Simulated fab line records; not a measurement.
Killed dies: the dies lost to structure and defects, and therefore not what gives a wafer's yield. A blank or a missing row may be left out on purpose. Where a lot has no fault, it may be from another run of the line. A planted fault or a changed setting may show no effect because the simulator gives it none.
fab line records | flow n5Finfet | part 1 of 2: steps 1 to 4 of 6
record: lots: 24 | wafers: 72 | lastDay: 19
route steps=1938 shown BEOL_M0_SAQP@640
lots that met no fault: taken from a fault-free run of the same line
startH: start of the lot's first displayed wafer, in hours after the record's first day | waitH: time in hours since the lot's previous step | " repeats the value in the row above | L1.1+2: a single row standing in for several wafers | - either no value or no given start | * or withheld: withheld | < > ~ a bound
route shown NAME@n: a module of which the file shows steps, and the number in the route of the first | usual: mean/standard deviation taken from wafers without a fault | same: alike in all rows | chamber/n: place in a boat | sites: each site's reading | _std_site: their standard deviation | _edge_site: outer sites' mean less inner sites' | radiusMm: how far each site lies from the wafer's centre | mask NAME#n: copy n | behind: the most recent tool/chamber to have shaped the wafer | hold: why the lot went on hold/how many hours it stayed there/how the hold came to an end | device: transistor that didn't switch, given as n, p or np | end of line: tests run on the same wafers once the route is complete | a step with no rows: only its recipe | killed: count of dies lost to structure and defects at first sort (not the wafer's yield) | map: shows each die of a wafer: x if killed, . if not, _ if none is there
set.NAME: the run value of the setting; set.NAME@STEP: its run value at that earlier step | model.NAME: the simulator's own value behind a step, which no gauge read
the route's steps for a sample of lots (tables are steps, rows are wafers)
services: a tool's chamber out of use, with start hour (startH, from the record's first day; less than 0 if before it), hours out, and reason
== steps ==
step: N5_BEOL_M0_SAQP_HM_DEP_111
recipe: material: SiO2 | targetThkA: 120 | tempC: 400 | precursor: SiH4/N2O | pressureTorr: 0.75 | rfW: 275 | timeS: 7.2
usual: heaterPowerW: 755/61 | showerheadPlenumPTorr: 8.15/0.13
lot.wafer | tool     | chamber | startH | waitH | heaterPowerW | showerheadPlenumPTorr
L074.1    | pecvd-02 | 0       | 104.34 | 0.0   | 717          | 8.28
L074.3    | "        | 1       | "      | "     | 868          | 8.00
L074.5    | "        | 0       | "      | "     | 721          | 8.27
L075.1    | pecvd-02 | 1       | 116.04 | 0.0   | 803          | 7.98
L075.3    | "        | 2       | "      | "     | 717          | 7.90
L075.6    | "        | 0       | "      | "     | 647          | 8.25
L076.2    | pecvd-01 | 2       | 118.94 | 0.0   | 661          | 8.30
L076.3    | "        | 0       | "      | "     | 755          | 8.27
L076.5    | "        | 2       | "      | "     | 671          | 8.31
L077.2    | pecvd-03 | 0       | 123.19 | 0.0   | 891          | 8.20
L077.4    | "        | 1       | "      | "     | 730          | 8.11
L077.6    | "        | 0       | "      | "     | 894          | 8.19
L078.1    | pecvd-02 | 0       | 132.70 | 0.0   | 760          | 8.25
L078.4    | "        | 0       | "      | "     | 775          | 8.27
L078.6    | "        | 1       | "      | "     | 800          | 8.01
L079.1    | pecvd-03 | 1       | 137.02 | 0.0   | 733          | 8.12
L079.2    | "        | 2       | "      | "     | 758          | 8.23
L079.4    | "        | 2       | "      | "     | 747          | 8.24
L080.1    | pecvd-01 | 1       | 142.95 | 0.0   | 740          | 8.08
L080.3    | "        | 2       | "      | "     | 651          | 8.29
L080.4    | "        | 0       | "      | "     | 698          | 8.30
L081.2    | pecvd-01 | 0       | 147.64 | 0.0   | 653          | 8.29
L081.4    | "        | 2       | "      | "     | 703          | 8.30
L081.6    | "        | 0       | "      | "     | 638          | 8.32
L082.1    | pecvd-02 | 0       | 154.96 | 0.0   | 709          | 8.25
L082.4    | "        | 2       | "      | "     | 832          | 7.91
L082.6    | "        | 0       | "      | "     | 719          | 8.29
L083.1    | pecvd-03 | 0       | 161.74 | 0.0   | 843          | 8.21
L083.2    | "        | 2       | "      | "     | 769          | 8.24
L083.5    | "        | 0       | "      | "     | 874          | 8.21
L084.2    | pecvd-02 | 1       | 166.62 | 0.0   | 821          | 8.00
L084.4    | "        | 1       | "      | "     | 821          | 7.99
L084.5    | "        | 2       | "      | "     | 824          | 7.92
L085.2    | pecvd-02 | 0       | 177.28 | 0.0   | 772          | 8.25
L085.4    | "        | 1       | "      | "     | 780          | 7.99
L085.6    | "        | 2       | "      | "     | 828          | 7.91
L086.2    | pecvd-03 | 2       | 181.28 | 0.0   | 756          | 8.25
L086.4    | "        | 0       | "      | "     | 917          | 8.24
L086.5    | "        | 2       | "      | "     | 742          | 8.24
L087.3    | pecvd-01 | 2       | 186.25 | 0.1   | 695          | 8.30
L087.4    | "        | 1       | "      | "     | 721          | 8.09
L087.5    | "        | 1       | "      | "     | 708          | 8.07
L088.1    | pecvd-02 | 1       | 189.13 | 0.0   | 810          | 8.01
L088.2    | "        | 0       | "      | "     | 717          | 8.27
L088.5    | "        | 2       | "      | "     | 797          | 7.89
L089.1    | pecvd-01 | 2       | 194.01 | 0.0   | 651          | 8.31
L089.2    | "        | 0       | "      | "     | 756          | 8.28
L089.4    | "        | 1       | "      | "     | 767          | 8.06
L090.1    | pecvd-01 | 0       | 202.44 | 0.0   | 662          | 8.28
L090.4    | "        | 0       | "      | "     | 671          | 8.28
L090.6    | "        | 0       | "      | "     | 655          | 8.31
L091.1    | pecvd-03 | 1       | 205.76 | 0.0   | 758          | 8.09
L091.2    | "        | 0       | "      | "     | 886          | 8.19
L091.4    | "        | 2       | "      | "     | 738          | 8.23
L092.2    | pecvd-02 | 0       | 214.73 | 0.0   | 749          | 8.26
L092.3    | "        | 2       | "      | "     | 791          | 7.91
L092.5    | "        | 2       | "      | "     | 806          | 7.91
L093.2    | pecvd-01 | 1       | 217.98 | 0.0   | 691          | 8.06
L093.4    | "        | 0       | "      | "     | 764          | 8.28
L093.6    | "        | 1       | "      | "     | 703          | 8.09
L094.3    | pecvd-01 | 1       | 232.29 | 0.0   | 735          | 8.07
L094.4    | "        | 1       | "      | "     | 732          | 8.09
L094.5    | "        | 0       | "      | "     | 652          | 8.29
L095.1    | pecvd-03 | 0       | 235.85 | 0.0   | 828          | 8.22
L095.3    | "        | 1       | "      | "     | 726          | 8.11
L095.4    | "        | 0       | "      | "     | 825          | 8.22
L096.1    | pecvd-03 | 0       | 245.09 | 0.0   | 748          | 8.20
L096.3    | "        | 1       | "      | "     | 687          | 8.11
L096.4    | "        | 2       | "      | "     | 773          | 8.23
L097.1    | pecvd-02 | 0       | 247.95 | 0.0   | 777          | 8.26
L097.3    | "        | 1       | "      | "     | 788          | 8.00
L097.6    | "        | 1       | "      | "     | 823          | 8.01
step: N5_BEOL_M0_SAQP_INSPECT_16
recipe: mode: adi | inspectInstrument: brightfield
usual: rawDefectCount: 455/90
lot.wafer | tool             | chamber | startH | waitH | rawDefectCount
L074.1    | defectInspect-02 | -       | 104.75 | 0.0   | 393
L074.3    | "                | -       | "      | "     | 466
L074.5    | "                | -       | "      | "     | 363
L075.1    | defectInspect-02 | -       | 116.41 | 0.0   | 404
L075.3    | "                | -       | "      | "     | 283
L075.6    | "                | -       | "      | "     | 528
L076.2    | defectInspect-01 | -       | 119.31 | 0.0   | 451
L076.3    | "                | -       | "      | "     | 559
L076.5    | "                | -       | "      | "     | 598
L077.2    | defectInspect-01 | -       | 123.69 | 0.0   | 340
L077.4    | "                | -       | "      | "     | 405
L077.6    | "                | -       | "      | "     | 497
L078.1    | defectInspect-02 | -       | 133.07 | 0.0   | 478
L078.4    | "                | -       | "      | "     | 432
L078.6    | "                | -       | "      | "     | 370
L079.1    | defectInspect-02 | -       | 137.40 | 0.0   | 556
L079.2    | "                | -       | "      | "     | 395
L079.4    | "                | -       | "      | "     | 389
L080.1    | defectInspect-01 | -       | 143.32 | 0.0   | 530
L080.3    | "                | -       | "      | "     | 433
L080.4    | "                | -       | "      | "     | 536
L081.2    | defectInspect-01 | -       | 148.02 | 0.0   | 519
L081.4    | "                | -       | "      | "     | 570
L081.6    | "                | -       | "      | "     | 312
L082.1    | defectInspect-02 | -       | 155.33 | 0.0   | 546
L082.4    | "                | -       | "      | "     | 417
L082.6    | "                | -       | "      | "     | 464
L083.1    | defectInspect-02 | -       | 162.24 | 0.0   | 427
L083.2    | "                | -       | "      | "     | 610
L083.5    | "                | -       | "      | "     | 468
L084.2    | defectInspect-02 | -       | 167.12 | 0.0   | 407
L084.4    | "                | -       | "      | "     | 372
L084.5    | "                | -       | "      | "     | 534
L085.2    | defectInspect-02 | -       | 177.66 | 0.0   | 461
L085.4    | "                | -       | "      | "     | 552
L085.6    | "                | -       | "      | "     | 399
L086.2    | defectInspect-02 | -       | 181.78 | 0.0   | 390
L086.4    | "                | -       | "      | "     | 509
L086.5    | "                | -       | "      | "     | 370
L087.3    | defectInspect-02 | -       | 186.63 | 0.0   | 620
L087.4    | "                | -       | "      | "     | 400
L087.5    | "                | -       | "      | "     | 577
L088.1    | defectInspect-02 | -       | 189.50 | 0.0   | 475
L088.2    | "                | -       | "      | "     | 451
L088.5    | "                | -       | "      | "     | 468
L089.1    | defectInspect-01 | -       | 194.50 | 0.0   | 585
L089.2    | "                | -       | "      | "     | 472
L089.4    | "                | -       | "      | "     | 522
L090.1    | defectInspect-01 | -       | 202.96 | 0.0   | 509
L090.4    | "                | -       | "      | "     | 445
L090.6    | "                | -       | "      | "     | 368
L091.1    | defectInspect-02 | -       | 206.26 | 0.0   | 573
L091.2    | "                | -       | "      | "     | 372
L091.4    | "                | -       | "      | "     | 636
L092.2    | defectInspect-02 | -       | 215.23 | 0.0   | 351
L092.3    | "                | -       | "      | "     | 357
L092.5    | "                | -       | "      | "     | 466
L093.2    | defectInspect-02 | -       | 218.38 | 0.0   | 419
L093.4    | "                | -       | "      | "     | 486
L093.6    | "                | -       | "      | "     | 481
L094.3    | defectInspect-01 | -       | 232.79 | 0.0   | 373
L094.4    | "                | -       | "      | "     | 338
L094.5    | "                | -       | "      | "     | 444
L095.1    | defectInspect-02 | -       | 236.35 | 0.0   | 410
L095.3    | "                | -       | "      | "     | 393
L095.4    | "                | -       | "      | "     | 463
L096.1    | defectInspect-02 | -       | 245.59 | 0.0   | 347
L096.3    | "                | -       | "      | "     | 377
L096.4    | "                | -       | "      | "     | 458
L097.1    | defectInspect-02 | -       | 248.45 | 0.0   | 486
L097.3    | "                | -       | "      | "     | 416
L097.6    | "                | -       | "      | "     | 349
step: N5_BEOL_M0_SAQP_ETCH_83
recipe: chemistry: CF4 | target: SiARC | targetDepthA: 390 | maskMaterial: CAR-ArF | timeS: 65 | ionEnergyEv: 80 | pressureMtorr: 40 | sourceW: 545 | biasW: 36 | Ar_flow_sccm: 100 | cf4FlowSccm: 100 | ends: cleared
usual: drypumpMotorCurrentA: 5.8/0.58 | etchRfOnTimeS: 65.1/1.8 | oesProductAu: 0.70/0.067 | rfVppV: 183.8/1.1 | showerheadPlenumPTorr: 2.12/0.058 | throttleValvePct: 15.57/0.2
lot.wafer | tool       | chamber | startH | waitH | drypumpMotorCurrentA | etchRfOnTimeS | oesProductAu | rfHoursCounterH | rfVppV | showerheadPlenumPTorr | throttleValvePct
L074.1    | rieDiel-02 | 0       | 104.82 | 0.0   | 5.4                  | 65.8          | 0.78         | 29              | 183.8  | 2.17                  | 15.27
L074.3    | "          | 1       | "      | "     | 6.4                  | 63.1          | 0.66         | 138             | 184.2  | 2.22                  | 15.30
L074.5    | "          | 1       | "      | "     | 6.4                  | 63.3          | 0.67         | -               | 183.9  | 2.22                  | 15.31
L075.1    | rieDiel-04 | 0       | 116.52 | 0.0   | 6.0                  | 64.0          | 0.83         | 12              | 183.8  | 2.12                  | 15.47
L075.3    | "          | 3       | "      | "     | 5.6                  | 65.4          | 0.68         | 106             | 182.8  | 2.08                  | 15.69
L075.6    | "          | 2       | "      | "     | 5.2                  | 68.3          | 0.60         | -               | 183.8  | 2.04                  | 15.65
L076.2    | rieDiel-02 | 3       | 119.38 | 0.0   | 6.8                  | 65.0          | 0.70         | 78              | 185.2  | 2.08                  | 15.87
L076.3    | "          | 1       | "      | "     | 6.4                  | 64.7          | 0.66         | 142             | 186.4  | 2.22                  | 15.31
L076.5    | "          | 1       | "      | "     | 6.4                  | 63.5          | 0.66         | -               | 185.6  | 2.22                  | 15.32
L077.2    | rieDiel-04 | 2       | 123.76 | 0.0   | 5.2                  | 66.8          | 0.61         | 178             | 181.9  | 2.04                  | 15.66
L077.4    | "          | 3       | "      | "     | 5.6                  | 64.2          | 0.68         | 106             | 183.4  | 2.08                  | 15.69
L077.6    | "          | 3       | "      | "     | 5.6                  | 64.4          | 0.70         | -               | 183.3  | 2.08                  | 15.69
L078.1    | rieDiel-04 | 0       | 133.14 | 0.0   | 6.0                  | 64.5          | 0.81         | 16              | 182.3  | 2.12                  | 15.49
L078.4    | "          | 3       | "      | "     | 5.6                  | 65.4          | 0.69         | 110             | 185.1  | 2.08                  | 15.71
L078.6    | "          | 0       | "      | "     | 6.0                  | 64.3          | 0.82         | -               | 182.8  | 2.12                  | 15.48
L079.1    | rieDiel-06 | 2       | 137.47 | 0.0   | 5.7                  | 62.7          | 0.68         | 124             | 183.7  | 2.06                  | 15.71
L079.2    | "          | 1       | "      | "     | 6.0                  | 66.3          | 0.60         | 189             | 183.2  | 2.21                  | 15.93
L079.4    | "          | 3       | "      | "     | 5.0                  | 67.4          | 0.63         | -               | 183.7  | 2.15                  | 15.69
L080.1    | rieDiel-06 | 0       | 143.54 | 0.0   | 6.5                  | 63.3          | 0.84         | 1               | 184.3  | 2.19                  | 15.34
L080.3    | "          | 2       | "      | "     | 5.7                  | 63.3          | 0.68         | 126             | 184.4  | 2.06                  | 15.72
L080.4    | "          | 1       | "      | "     | 6.0                  | 66.7          | 0.61         | 191             | 186.5  | 2.21                  | 15.94
L081.2    | rieDiel-02 | 1       | 148.41 | 0.0   | 6.4                  | 63.5          | 0.65         | 152             | 185.6  | 2.22                  | 15.33
L081.4    | "          | 2       | "      | "     | 6.5                  | 67.3          | 0.68         | 68              | 183.6  | 2.09                  | 15.40
L081.6    | "          | 1       | "      | "     | 6.4                  | 63.2          | 0.65         | -               | 184.8  | 2.22                  | 15.34
L082.1    | rieDiel-02 | 1       | 155.44 | 0.0   | 6.4                  | 63.7          | 0.65         | 154             | 185.7  | 2.22                  | 15.33
L082.4    | "          | 2       | "      | "     | 6.5                  | 67.7          | 0.69         | 70              | 183.0  | 2.09                  | 15.40
L082.6    | "          | 0       | "      | "     | 5.4                  | 65.4          | 0.76         | -               | 185.4  | 2.16                  | 15.31
L083.1    | rieDiel-02 | 3       | 162.30 | 0.0   | 6.8                  | 64.9          | 0.70         | 87              | 185.0  | 2.08                  | 15.89
L083.2    | "          | 1       | "      | "     | 6.4                  | 64.0          | 0.64         | 156             | 185.5  | 2.22                  | 15.34
L083.5    | "          | 0       | "      | "     | 5.4                  | 65.9          | 0.75         | -               | 184.8  | 2.16                  | 15.31
L084.2    | rieDiel-02 | 1       | 167.37 | 0.0   | 6.4                  | 62.6          | 0.65         | 158             | 185.4  | 2.22                  | 15.33
L084.4    | "          | 0       | "      | "     | 5.4                  | 65.0          | 0.75         | 49              | 184.4  | 2.16                  | 15.31
L084.5    | "          | 0       | "      | "     | 5.4                  | 64.5          | 0.75         | -               | 183.9  | 2.16                  | 15.29
L085.2    | rieDiel-04 | 3       | 177.73 | 0.0   | 5.6                  | 64.9          | 0.67         | 124             | 183.0  | 2.07                  | 15.75
L085.4    | "          | 2       | "      | "     | 5.2                  | 67.2          | 0.59         | 196             | 181.5  | 2.04                  | 15.69
L085.6    | "          | 3       | "      | "     | 5.6                  | 64.7          | 0.68         | -               | 182.7  | 2.07                  | 15.74
L086.2    | rieDiel-02 | 2       | 181.85 | 0.0   | 6.5                  | 67.6          | 0.68         | 76              | 181.5  | 2.08                  | 15.42
L086.4    | "          | 3       | "      | "     | 6.8                  | 64.3          | 0.69         | 92              | 183.3  | 2.08                  | 15.91
L086.5    | "          | 1       | "      | "     | 6.4                  | 63.2          | 0.65         | -               | 185.6  | 2.22                  | 15.37
L087.3    | rieDiel-06 | 1       | 186.70 | 0.0   | 6.0                  | 67.2          | 0.60         | 200             | 184.3  | 2.21                  | 15.94
L087.4    | "          | 2       | "      | "     | 5.7                  | 63.9          | 0.66         | 139             | 182.4  | 2.05                  | 15.74
L087.5    | "          | 3       | "      | "     | 4.9                  | 68.5          | 0.62         | -               | 184.5  | 2.14                  | 15.72
L088.1    | rieDiel-04 | 2       | 189.57 | 0.0   | 5.2                  | 67.2          | 0.60         | 199             | 182.2  | 2.04                  | 15.70
L088.2    | "          | 1       | "      | "     | 5.1                  | 62.5          | 0.76         | 42              | 184.6  | 2.16                  | 15.57
L088.5    | "          | 1       | "      | "     | 5.1                  | 61.8          | 0.76         | -               | 184.7  | 2.16                  | 15.57
L089.1    | rieDiel-02 | 1       | 194.57 | 0.0   | 6.4                  | 63.7          | 0.64         | 166             | 185.4  | 2.21                  | 15.37
L089.2    | "          | 0       | "      | "     | 5.4                  | 65.2          | 0.73         | 58              | 183.9  | 2.16                  | 15.32
L089.4    | "          | 0       | "      | "     | 5.4                  | 66.1          | 0.74         | -               | 185.0  | 2.16                  | 15.33
L090.1    | rieDiel-04 | 0       | 203.03 | 0.0   | 5.9                  | 64.7          | 0.78         | 37              | 183.1  | 2.11                  | 15.52
L090.4    | "          | 1       | "      | "     | 5.1                  | 62.7          | 0.75         | 46              | 183.6  | 2.16                  | 15.57
L090.6    | "          | 0       | "      | "     | 5.9                  | 64.5          | 0.77         | -               | 183.1  | 2.11                  | 15.52
L091.1    | rieDiel-04 | 0       | 206.33 | 0.0   | 6.0                  | 64.5          | 0.78         | 39              | 182.6  | 2.11                  | 15.52
L091.2    | "          | 2       | "      | "     | 5.2                  | 67.9          | 0.59         | 204             | 183.2  | 2.04                  | 15.72
L091.4    | "          | 3       | "      | "     | 5.6                  | 64.9          | 0.67         | 133             | 183.5  | 2.07                  | 15.75
L092.2    | rieDiel-04 | 1       | 215.30 | 0.0   | 5.1                  | 62.7          | 0.74         | 50              | 184.5  | 2.16                  | 15.57
L092.3    | "          | 3       | "      | "     | 5.6                  | 64.4          | 0.67         | 135             | 183.4  | 2.07                  | 15.75
L092.5    | "          | 0       | "      | "     | 6.0                  | 64.2          | 0.77         | -               | 183.2  | 2.11                  | 15.53
L093.2    | rieDiel-02 | 1       | 218.45 | 0.0   | 6.4                  | 62.8          | 0.64         | 173             | 184.5  | 2.21                  | 15.38
L093.4    | "          | 0       | "      | "     | 5.4                  | 65.5          | 0.73         | 64              | 184.9  | 2.15                  | 15.34
L093.6    | "          | 0       | "      | "     | 5.4                  | 65.3          | 0.73         | -               | 185.3  | 2.15                  | 15.35
L094.3    | rieDiel-04 | 3       | 232.99 | 0.0   | 5.6                  | 65.0          | 0.66         | 140             | 182.1  | 2.07                  | 15.79
L094.4    | "          | 0       | "      | "     | 6.0                  | 64.4          | 0.77         | -               | 183.1  | 2.11                  | 15.55
L094.5    | "          | 2       | "      | "     | 5.2                  | 67.8          | 0.58         | -               | 183.8  | 2.03                  | 15.72
L095.1    | rieDiel-04 | 0       | 236.60 | 0.0   | 6.0                  | 64.6          | 0.77         | 48              | 184.2  | 2.11                  | 15.55
L095.3    | "          | 2       | "      | "     | 5.2                  | 67.6          | 0.58         | 214             | 183.1  | 2.03                  | 15.72
L095.4    | "          | 3       | "      | "     | 5.6                  | 65.3          | 0.66         | -               | 183.5  | 2.07                  | 15.77
L096.1    | rieDiel-04 | 2       | 245.66 | 0.0   | 5.2                  | 68.5          | 0.58         | 217             | 182.6  | 2.03                  | 15.75
L096.3    | "          | 0       | "      | "     | 6.0                  | 65.3          | 0.75         | 51              | 182.5  | 2.11                  | 15.54
L096.4    | "          | 1       | "      | "     | 5.1                  | 63.5          | 0.74         | 57              | 183.6  | 2.16                  | 15.60
L097.1    | rieDiel-02 | 3       | 248.52 | 0.0   | 6.8                  | 64.4          | 0.68         | 112             | 182.8  | 2.07                  | 15.95
L097.3    | "          | 1       | "      | "     | 6.4                  | 63.6          | 0.63         | 179             | 183.3  | 2.21                  | 15.38
L097.6    | "          | 0       | "      | "     | 5.4                  | 65.6          | 0.72         | -               | 183.9  | 2.15                  | 15.35
step: N5_BEOL_M0_SAQP_ETCH_101
recipe: chemistry: CH3F/O2 | target: SiNx | maskMaterial: SiO2 | targetDepthA: 299 | timeS: 42.7 | pressureMtorr: 30 | sourceW: 395 | biasW: 73 | Ar_flow_sccm: 150 | CH3F_flow_sccm: 30 | O2_flow_sccm: 20 | ionEnergyEv: 120
usual: drypumpMotorCurrentA: 5.7/0.55 | oes_o_777_au: 0.80/0.084 | oesProductAu: 0.81/0.084 | rfVppV: 297/5.4 | showerheadPlenumPTorr: 1.98/0.056 | throttleValvePct: 16.37/0.17
lot.wafer | tool       | chamber | startH | waitH | drypumpMotorCurrentA | oes_o_777_au | oesProductAu | rfHoursCounterH | rfVppV | showerheadPlenumPTorr | throttleValvePct
L074.1    | rieDiel-04 | 2       | 106.39 | 0.0   | 5.2                  | 0.71         | 0.72         | 173             | 295    | 1.91                  | 16.39
L074.3    | "          | 3       | "      | "     | 5.6                  | 0.81         | 0.82         | 102             | 295    | 1.94                  | 16.41
L074.5    | "          | 2       | "      | "     | 5.2                  | 0.70         | 0.72         | -               | 295    | 1.91                  | 16.39
L075.1    | rieDiel-06 | 2       | 118.30 | 0.0   | 5.7                  | 0.81         | 0.79         | 117             | 286    | 1.92                  | 16.39
L075.3    | "          | 3       | "      | "     | 4.9                  | 0.73         | 0.75         | 132             | 304    | 2.01                  | 16.44
L075.6    | "          | 2       | "      | "     | 5.6                  | 0.82         | 0.79         | -               | 288    | 1.92                  | 16.41
L076.2    | rieDiel-06 | 2       | 121.08 | 0.2   | 5.7                  | 0.81         | 0.79         | 118             | 287    | 1.91                  | 16.40
L076.3    | "          | 1       | "      | "     | 6.0                  | 0.72         | 0.72         | 183             | 296    | 2.06                  | 16.62
L076.5    | "          | 3       | "      | "     | 4.9                  | 0.73         | 0.75         | -               | 303    | 2.01                  | 16.44
L077.2    | rieDiel-04 | 0       | 125.87 | 0.3   | 6.0                  | 0.94         | 0.97         | 13              | 301    | 1.97                  | 16.20
L077.4    | "          | 2       | "      | "     | 5.2                  | 0.71         | 0.71         | 179             | 296    | 1.90                  | 16.39
L077.6    | "          | 1       | "      | "     | 5.1                  | 0.94         | 0.92         | -               | 299    | 2.03                  | 16.29
L078.1    | rieDiel-06 | 1       | 134.93 | 0.0   | 6.0                  | 0.72         | 0.71         | 188             | 297    | 2.06                  | 16.63
L078.4    | "          | 3       | "      | "     | 4.9                  | 0.73         | 0.74         | -               | 304    | 2.01                  | 16.48
L078.6    | "          | 1       | "      | "     | 6.0                  | 0.72         | 0.71         | -               | 296    | 2.06                  | 16.62
L079.1    | rieDiel-04 | 1       | 139.07 | 0.0   | 5.1                  | 0.93         | 0.91         | 26              | 298    | 2.03                  | 16.29
L079.2    | "          | 3       | "      | "     | 5.6                  | 0.80         | 0.81         | 112             | 294    | 1.93                  | 16.44
L079.4    | "          | 2       | "      | "     | 5.2                  | 0.70         | 0.71         | 183             | 294    | 1.90                  | 16.42
L080.1    | rieDiel-04 | 3       | 145.10 | 0.0   | 5.6                  | 0.80         | 0.81         | 114             | 294    | 1.93                  | 16.43
L080.3    | "          | 0       | "      | "     | 6.0                  | 0.92         | 0.95         | 20              | 302    | 1.97                  | 16.21
L080.4    | "          | 1       | "      | "     | 5.1                  | 0.92         | 0.91         | 28              | 298    | 2.03                  | 16.31
L081.2    | rieDiel-04 | 2       | 151.17 | 0.3   | 5.2                  | 0.69         | 0.70         | 188             | 295    | 1.90                  | 16.42
L081.4    | "          | 1       | "      | "     | 5.1                  | 0.92         | 0.90         | 30              | 298    | 2.02                  | 16.31
L081.6    | "          | 2       | "      | "     | 5.2                  | 0.69         | 0.70         | -               | 297    | 1.90                  | 16.42
L082.1    | rieDiel-06 | 2       | 157.57 | 0.0   | 5.7                  | 0.80         | 0.77         | 130             | 287    | 1.91                  | 16.42
L082.4    | "          | 0       | "      | "     | 6.5                  | 0.95         | 0.96         | 6               | 295    | 2.04                  | 16.10
L082.6    | "          | 2       | "      | "     | 5.6                  | 0.79         | 0.78         | -               | 289    | 1.91                  | 16.42
L083.1    | rieDiel-04 | 3       | 163.93 | 0.0   | 5.6                  | 0.79         | 0.80         | 119             | 293    | 1.93                  | 16.45
L083.2    | "          | 2       | "      | "     | 5.2                  | 0.70         | 0.70         | 191             | 296    | 1.90                  | 16.43
L083.5    | "          | 0       | "      | "     | 5.9                  | 0.91         | 0.94         | -               | 302    | 1.97                  | 16.23
L084.2    | rieDiel-06 | 0       | 169.19 | 0.0   | 6.5                  | 0.94         | 0.94         | 10              | 296    | 2.04                  | 16.11
L084.4    | "          | 3       | "      | "     | 4.9                  | 0.72         | 0.73         | 150             | 303    | 2.01                  | 16.48
L084.5    | "          | 0       | "      | "     | 6.5                  | 0.95         | 0.93         | -               | 296    | 2.04                  | 16.10
L085.2    | rieDiel-06 | 3       | 179.66 | 0.0   | 4.9                  | 0.71         | 0.74         | 153             | 305    | 2.01                  | 16.48
L085.4    | "          | 2       | "      | "     | 5.7                  | 0.79         | 0.77         | 137             | 287    | 1.91                  | 16.42
L085.6    | "          | 3       | "      | "     | 4.9                  | 0.71         | 0.74         | -               | 305    | 2.01                  | 16.51
L086.2    | rieDiel-04 | 1       | 184.89 | 0.1   | 5.1                  | 0.90         | 0.88         | 41              | 299    | 2.02                  | 16.32
L086.4    | "          | 3       | "      | "     | 5.6                  | 0.78         | 0.79         | 126             | 294    | 1.93                  | 16.46
L086.5    | "          | 3       | "      | "     | 5.6                  | 0.78         | 0.79         | -               | 293    | 1.93                  | 16.46
L087.3    | rieDiel-02 | 1       | 188.66 | 0.0   | 6.4                  | 0.75         | 0.75         | 163             | 303    | 2.07                  | 16.06
L087.4    | "          | 3       | "      | "     | 6.8                  | 0.82         | 0.81         | -               | 302    | 1.94                  | 16.70
L087.5    | "          | 1       | "      | "     | 6.4                  | 0.75         | 0.75         | -               | 302    | 2.07                  | 16.03
L088.1    | rieDiel-04 | 3       | 191.36 | 0.2   | 5.6                  | 0.77         | 0.79         | 128             | 294    | 1.93                  | 16.47
L088.2    | "          | 0       | "      | "     | 6.0                  | 0.90         | 0.92         | 34              | 303    | 1.97                  | 16.24
L088.5    | "          | 1       | "      | "     | 5.1                  | 0.90         | 0.88         | -               | 299    | 2.02                  | 16.33
L089.1    | rieDiel-06 | 2       | 196.15 | 0.0   | 5.6                  | 0.79         | 0.76         | 142             | 287    | 1.91                  | 16.45
L089.2    | "          | 0       | "      | "     | 6.5                  | 0.92         | 0.91         | 18              | 295    | 2.04                  | 16.15
L089.4    | "          | 3       | "      | "     | 4.9                  | 0.71         | 0.74         | 158             | 305    | 2.01                  | 16.50
L090.1    | rieDiel-06 | 2       | 204.64 | 0.1   | 5.7                  | 0.78         | 0.76         | 144             | 286    | 1.91                  | 16.45
L090.4    | "          | 3       | "      | "     | 4.9                  | 0.71         | 0.73         | -               | 303    | 2.00                  | 16.49
L090.6    | "          | 2       | "      | "     | 5.7                  | 0.79         | 0.77         | -               | 285    | 1.91                  | 16.45
L091.1    | rieDiel-02 | 2       | 208.96 | 0.2   | 6.5                  | 0.79         | 0.80         | 81              | 288    | 1.95                  | 16.24
L091.2    | "          | 1       | "      | "     | 6.4                  | 0.75         | 0.74         | 170             | 302    | 2.07                  | 16.06
L091.4    | "          | 0       | "      | "     | 5.4                  | 0.85         | 0.87         | 62              | 303    | 2.01                  | 16.08
L092.2    | rieDiel-06 | 3       | 217.14 | 0.3   | 4.9                  | 0.71         | 0.72         | 165             | 303    | 2.00                  | 16.51
L092.3    | "          | 2       | "      | "     | 5.7                  | 0.77         | 0.76         | 148             | 287    | 1.91                  | 16.46
L092.5    | "          | 0       | "      | "     | 6.4                  | 0.90         | 0.91         | -               | 295    | 2.04                  | 16.16
L093.2    | rieDiel-04 | 2       | 220.98 | 0.0   | 5.2                  | 0.68         | 0.69         | 209             | 296    | 1.90                  | 16.45
L093.4    | "          | 0       | "      | "     | 6.0                  | 0.89         | 0.90         | 43              | 303    | 1.96                  | 16.24
L093.6    | "          | 2       | "      | "     | 5.2                  | 0.68         | 0.69         | -               | 296    | 1.90                  | 16.44
L094.3    | rieDiel-04 | 2       | 234.91 | 0.0   | 5.2                  | 0.68         | 0.69         | 212             | 294    | 1.89                  | 16.47
L094.4    | "          | 0       | "      | "     | 6.0                  | 0.88         | 0.90         | -               | 301    | 1.96                  | 16.26
L094.5    | "          | 3       | "      | "     | 5.6                  | 0.77         | 0.78         | -               | 293    | 1.92                  | 16.49
L095.1    | rieDiel-04 | 3       | 238.35 | 0.0   | 5.6                  | 0.77         | 0.77         | 143             | 293    | 1.92                  | 16.50
L095.3    | "          | 0       | "      | "     | 6.0                  | 0.87         | 0.90         | 49              | 303    | 1.96                  | 16.27
L095.4    | "          | 1       | "      | "     | 5.1                  | 0.88         | 0.86         | 55              | 299    | 2.02                  | 16.36
L096.1    | rieDiel-02 | 1       | 247.40 | 0.2   | 6.4                  | 0.75         | 0.74         | 179             | 302    | 2.06                  | 16.10
L096.3    | "          | 2       | "      | "     | 6.5                  | 0.78         | 0.77         | 92              | 289    | 1.95                  | 16.27
L096.4    | "          | 3       | "      | "     | 6.8                  | 0.81         | 0.79         | 112             | 300    | 1.94                  | 16.70
L097.1    | rieDiel-02 | 1       | 250.17 | 0.0   | 6.4                  | 0.75         | 0.74         | 180             | 302    | 2.06                  | 16.09
L097.3    | "          | 0       | "      | "     | 5.4                  | 0.83         | 0.84         | 73              | 301    | 2.01                  | 16.10
L097.6    | "          | 1       | "      | "     | 6.4                  | 0.74         | 0.74         | -               | 302    | 2.06                  | 16.06
